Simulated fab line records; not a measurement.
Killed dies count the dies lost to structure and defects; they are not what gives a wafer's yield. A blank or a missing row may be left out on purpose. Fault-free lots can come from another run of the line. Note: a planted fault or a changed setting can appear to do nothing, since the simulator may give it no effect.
fab line records    flow n5-finfet
[record] lots = 7  wafers = 39
route steps=1938 shown DUMMY_GATE@214 SD_ACTIVATION@331 HKMG_FIN@438 GATE_CUT@466 BEOL_M4@1111
start-h: hours from the record's opening day to when the first of the lot's shown wafers began    wait-h: time in hours since the lot's previous step    " as in the row above    L1.1+2: one row covering several wafers at once    - value missing, or start not given    * or withheld: withheld    < > ~ a bound
route shown NAME@n: NAME is a module with steps in the file, n the number in the route of the first one    usual: mean/standard deviation of fault-free wafers    same: alike in all rows    chamber/n: place in a boat    sites: each site's reading    _std_site: the values' standard deviation    _edge_site: the outer-site mean with the inner-site mean subtracted    radius-mm: how far each site lies from the wafer's centre    mask NAME#n: copy n    behind: tool/chamber where the wafer was last shaped    hold: why the lot was held/for how many hours/how that ended    device: which transistor (n, p or np) failed to switch    end of line: the tests these same wafers got at the end of their route    for a step that has no rows: nothing shown but its recipe    killed: not the wafer's yield, but the dies lost to structure and defects at the first sort    map: per-die view of a wafer (x killed, . not killed, _ where there is no die)
set.NAME: the run value of the setting; set.NAME@STEP: its run value at that earlier step    model.NAME: the simulator's own value behind a step, which no gauge read
lots whose settings were changed on purpose; a table a step, a row a wafer
[[steps]]
[step N5_DUMMY_GATE_ALD_02]
[recipe] material = SiO2  target-thk-a = 20  temp-c = 300  ald-precursor-family = BDEAS  ald-co-reactant = O2-plasma  pulse-time-s = 1  pressure-torr = 2
[step N5_DUMMY_GATE_EXPOSE_12]
[recipe] mask-id = GATE  na = 0.33  source-shape = annular  sigma-inner = 0.2  sigma-outer = 0.6  polarization = unpolarized  target-cd-nm = 25  dose-mj = 34
[step N5_DUMMY_GATE_ETCH_37]
[recipe] chemistry = N2/H2  target = SOC  target-depth-a = 600  overetch-a = 300  temp-c = 40  ion-energy-ev = 200  pressure-mtorr = 30  source-w = 840  bias-w = 150  n2-flow-sccm = 200  h2-flow-sccm = 200
[step N5_DUMMY_GATE_ETCH_42]
[recipe] chemistry = CHF3/O2  target = SiO2  target-depth-a = 35  time-s = 31  ion-energy-ev = 30  bias-w = 12  pressure-mtorr = 30  source-w = 600  Ar_flow_sccm = 200  CHF3_flow_sccm = 50  O2_flow_sccm = 5
[step N5_SD_ACTIVATION_LSA_01]
[recipe] temp-c = 1080  time-s = 0.0008  ambient = N2
[step N5_HKMG_FIN_ETCH_35]
[recipe] chemistry = N2/H2  target = SOC  target-depth-a = 2158  ion-energy-ev = 65  bias-w = 5  source-w = 3000  time-s = 243.4  pressure-mtorr = 30  n2-flow-sccm = 200  h2-flow-sccm = 200
[step N5_HKMG_FIN_ALD_91]
[recipe] material = TiN  target-thk-a = 10  temp-c = 400  ald-precursor-family = TiCl4  ald-co-reactant = NH3  pulse-time-s = 1  purge-time-s = 3  co-reactant-purge-time-s = 2  co-reactant-pulse-time-s = 2  ald-cycles = 47  pressure-torr = 3
[step N5_GATE_CUT_ETCH_56]
[recipe] chemistry = Cl2/Ar  target = TiN  target-depth-a = 216  pressure-mtorr = 10  icp-w = 600  bias-w = 60  Cl2_flow_sccm = 40  Ar_flow_sccm = 60
[step N5_BEOL_M4_RC_MEAS_101]
[usual] DIBL_N = 36.4/1.2  DIBL_P = 36.1/1.6  IOFF_P = 0.21/0.031  RC_DENSE_N = 18.9/0.36  RC_N = 15.4/0.31  RS_SD_N = 28.2/0.35  SS_N = 71.5/0.5
lot.wafer  tool       chamber  start-h  wait-h  set.temp-c@DUMMY_GATE_ALD_02  set.dose-mj@DUMMY_GATE_EXPOSE_12  set.source-w@DUMMY_GATE_ETCH_37  set.bias-w@DUMMY_GATE_ETCH_42  set.time-s@SD_ACTIVATION_LSA_01  set.target-depth-a@HKMG_FIN_ETCH_35  set.co-reactant-pulse-time-s@HKMG_FIN_ALD_91  set.target-depth-a@GATE_CUT_ETCH_56  DIBL_N[mV/V]  DIBL_P[mV/V]  IOFF_P[nA/um]  RC_DENSE_N[ohm.um]  RC_N[ohm.um]  RS_SD_N[ohm/sq]  SS_N[mV/dec]
L078.1     prober-02  0        189.00   0.0     300                           32.06                             840                              12                             0.0008                           2158                                 2                                             191.9                                33.8          35.4          0.20           18.8                15.5          28.5             71.3
L078.2     "          0        "        "       292.7                         32.06                             927.1                            12                             0.0009751                        2029                                 2                                             216                                  32.5          33.8          0.18           18.5                15.0          27.9             70.6
L078.3     "          0        "        "       300                           32.06                             840                              12                             0.0009751                        2029                                 2                                             216                                  31.6          32.9          0.16           18.1                14.7          27.8             70.5
L078.4     "          0        "        "       292.7                         34                                927.1                            12                             0.0008                           2158                                 2                                             216                                  37.4          38.8          0.25           18.7                15.3          28.8             71.9
L078.5     "          0        "        "       292.7                         34                                840                              12                             0.0009751                        2158                                 2                                             191.9                                36.6          38.4          0.24           18.3                14.9          28.1             71.9
L078.6     "          0        "        "       300                           34                                927.1                            12                             0.0008                           2029                                 2                                             191.9                                36.7          37.9          0.23           18.9                15.4          29.0             71.9
L083.1     prober-02  0        222.04   0.0     300                           34                                799.5                            11.1                           0.0008                           2158                                 2                                             216                                  37.2          36.0          0.21           18.9                15.5          28.5             71.2
L083.2     "          0        "        "       300                           34                                799.5                            12                             0.0008                           2002                                 2.387                                         216                                  37.1          35.1          0.21           19.1                15.5          28.1             71.2
L083.3     "          0        "        "       308.2                         34                                840                              11.1                           0.0008                           2002                                 2.387                                         216                                  39.1          38.8          0.27           19.1                15.4          28.2             72.2
L083.4     "          0        "        "       308.2                         34                                840                              12                             0.0009733                        2158                                 2                                             216                                  37.0          35.9          0.21           18.4                15.1          27.7             71.3
L083.5     "          0        "        "       308.2                         34                                799.5                            12                             0.0009733                        2002                                 2                                             216                                  36.9          35.1          0.20           18.1                14.8          27.5             71.5
L083.6     "          0        "        "       300                           34                                840                              11.1                           0.0009733                        2158                                 2.387                                         216                                  38.9          38.2          0.25           18.5                15.0          27.3             71.7
L084.1     prober-02  0        225.98   0.1     285.7                         35.83                             976.2                            12                             0.001049                         1938                                 2                                             216                                  39.4          40.4          0.28           18.3                15.0          27.6             73.0
L084.2     "          0        "        "       285.7                         34                                976.2                            12                             0.0008                           2158                                 1.528                                         216                                  37.5          37.2          0.23           19.3                15.8          28.6             72.3
L084.3     "          0        "        "       300                           34                                840                              13.15                          0.001049                         2158                                 1.528                                         191.2                                34.1          33.3          0.17           18.4                15.0          27.5             71.2
L084.4     "          0        "        "       300                           35.83                             840                              12                             0.0008                           2158                                 2                                             191.2                                38.6          39.1          0.26           19.5                15.9          28.4             72.1
L084.5     "          0        "        "       300                           35.83                             976.2                            13.15                          0.001049                         1938                                 2                                             216                                  40.6          40.6          0.29           18.6                15.1          27.7             72.4
L084.6     "          0        "        "       285.7                         34                                840                              13.15                          0.0008                           1938                                 1.528                                         191.2                                36.3          35.8          0.21           19.0                15.7          28.3             70.8
L086.1     prober-01  0        227.28   0.0     300                           35.31                             840                              10.68                          0.0008                           2158                                 2                                             241.8                                36.6          35.3          0.21           18.8                15.5          27.9             72.0
L086.2     "          0        "        "       305.3                         35.31                             840                              12                             0.0008                           2346                                 1.8                                           241.8                                37.4          37.1          0.23           19.2                15.6          28.3             72.4
L086.3     "          0        "        "       305.3                         34                                840                              10.68                          0.000601                         2158                                 1.8                                           241.8                                33.9          32.2          0.16           20.0                16.5          29.3             71.3
L086.4     "          0        "        "       300                           34                                840                              12                             0.000601                         2158                                 2                                             216                                  33.3          31.5          0.17           19.9                16.2          29.4             70.6
L086.5     "          0        "        "       300                           35.31                             840                              10.68                          0.000601                         2346                                 1.8                                           216                                  38.6          37.7          0.25           20.0                16.2          28.7             72.0
L086.6     "          0        "        "       305.3                         34                                840                              12                             0.0008                           2346                                 2                                             216                                  35.5          34.9          0.21           19.3                15.7          27.9             71.6
L088.1     prober-02  0        243.90   0.0     306.2                         34                                694.1                            13.15                          0.0008                           2158                                 2.238                                         196.1                                35.6          33.6          0.17           18.6                15.2          29.0             71.5
L088.2     "          0        "        "       300                           34                                840                              12                             0.0008                           2158                                 2                                             196.1                                35.9          34.9          0.18           18.8                15.4          28.1             71.7
L088.3     "          0        "        "       300                           32.35                             694.1                            13.15                          0.0008                           2158                                 2                                             196.1                                32.6          30.6          0.14           19.2                15.8          28.2             70.0
L088.4     "          0        "        "       300                           34                                694.1                            12                             0.0008                           2158                                 2.238                                         216                                  33.6          31.9          0.15           18.9                15.5          28.4             71.2
L088.5     "          0        "        "       306.2                         32.35                             840                              13.15                          0.0008                           2158                                 2                                             216                                  32.7          30.4          0.13           18.7                15.3          28.3             70.4
L088.6     "          0        "        "       306.2                         32.35                             840                              12                             0.0008                           2158                                 2.238                                         216                                  33.9          32.1          0.15           18.8                15.3          28.0             70.8
L090.1     prober-01  0        255.56   0.0     307.4                         34                                840                              12                             0.000893                         2158                                 2                                             197.7                                37.5          36.3          0.20           18.6                15.1          27.2             71.1
L090.2     "          0        "        "       300                           36.55                             840                              12                             0.0008                           2301                                 2.337                                         216                                  42.6          42.0          0.30           18.6                15.3          27.6             73.3
L090.3     "          0        "        "       300                           34                                998.7                            14.24                          0.000893                         2301                                 2.337                                         216                                  37.9          36.2          0.21           18.8                15.3          27.4             71.6
L090.4     "          0        "        "       300                           36.55                             840                              14.24                          0.000893                         2158                                 2.337                                         197.7                                40.9          39.2          0.25           18.5                15.1          27.9             73.0
L090.5     "          0        "        "       307.4                         34                                998.7                            12                             0.0008                           2301                                 2                                             197.7                                38.5          37.1          0.21           18.8                15.5          27.9             71.9
L090.6     "          0        "        "       307.4                         36.55                             998.7                            14.24                          0.0008                           2158                                 2                                             216                                  41.2          40.7          0.27           19.0                15.4          27.7             72.8
L096.2     prober-02  0        314.79   0.2     300                           34                                840                              12                             0.0008                           2158                                 2                                             216                                  36.5          37.3          0.22           19.5                15.9          28.2             71.8
L096.3     "          0        "        "       300                           34                                840                              12                             0.0008                           2158                                 2                                             216                                  38.1          38.8          0.24           19.3                15.7          27.9             71.8
L096.6     "          0        "        "       300                           34                                840                              12                             0.0008                           2158                                 2                                             216                                  36.1          36.2          0.20           19.5                16.1          28.1             71.6
[[key]]
[split] step = N5_DUMMY_GATE_ALD_02  setting = temp-c  stated-as = 300
response none clear
[split] step = N5_DUMMY_GATE_EXPOSE_12  setting = dose-mj  stated-as = 34
[response] step = N5_BEOL_M4_RC_MEAS_101  reading = DIBL_N  slope = +0.59  per = 1%  together-with = all  explained = 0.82
[response] step = N5_BEOL_M4_RC_MEAS_101  reading = SS_N  slope = +0.202  per = 1%  together-with = all  explained = 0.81
[response] step = N5_BEOL_M4_RC_MEAS_101  reading = DIBL_P  slope = +0.675  per = 1%  together-with = all  explained = 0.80
[response] step = N5_BEOL_M4_RC_MEAS_101  reading = IOFF_P  slope = +0.00956  per = 1%  together-with = all  explained = 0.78
[split] step = N5_DUMMY_GATE_ETCH_37  setting = source-w  stated-as = 840
response none clear
[split] step = N5_DUMMY_GATE_ETCH_42  setting = bias-w  stated-as = 12
response none clear
[split] step = N5_SD_ACTIVATION_LSA_01  setting = time-s  stated-as = 0.0008
[response] step = N5_BEOL_M4_RC_MEAS_101  reading = RC_N  slope = -0.0255  per = 1%  together-with = all  explained = 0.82
[response] step = N5_BEOL_M4_RC_MEAS_101  reading = RC_DENSE_N  slope = -0.0298  per = 1%  together-with = all  explained = 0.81
[response] step = N5_BEOL_M4_RC_MEAS_101  reading = RS_SD_N  slope = -0.0353  per = 1%  together-with = all  explained = 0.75
[split] step = N5_HKMG_FIN_ETCH_35  setting = target-depth-a  stated-as = 2158
response none clear
[split] step = N5_HKMG_FIN_ALD_91  setting = co-reactant-pulse-time-s  stated-as = 2
response none clear
[split] step = N5_GATE_CUT_ETCH_56  setting = target-depth-a  stated-as = 216
response none clear
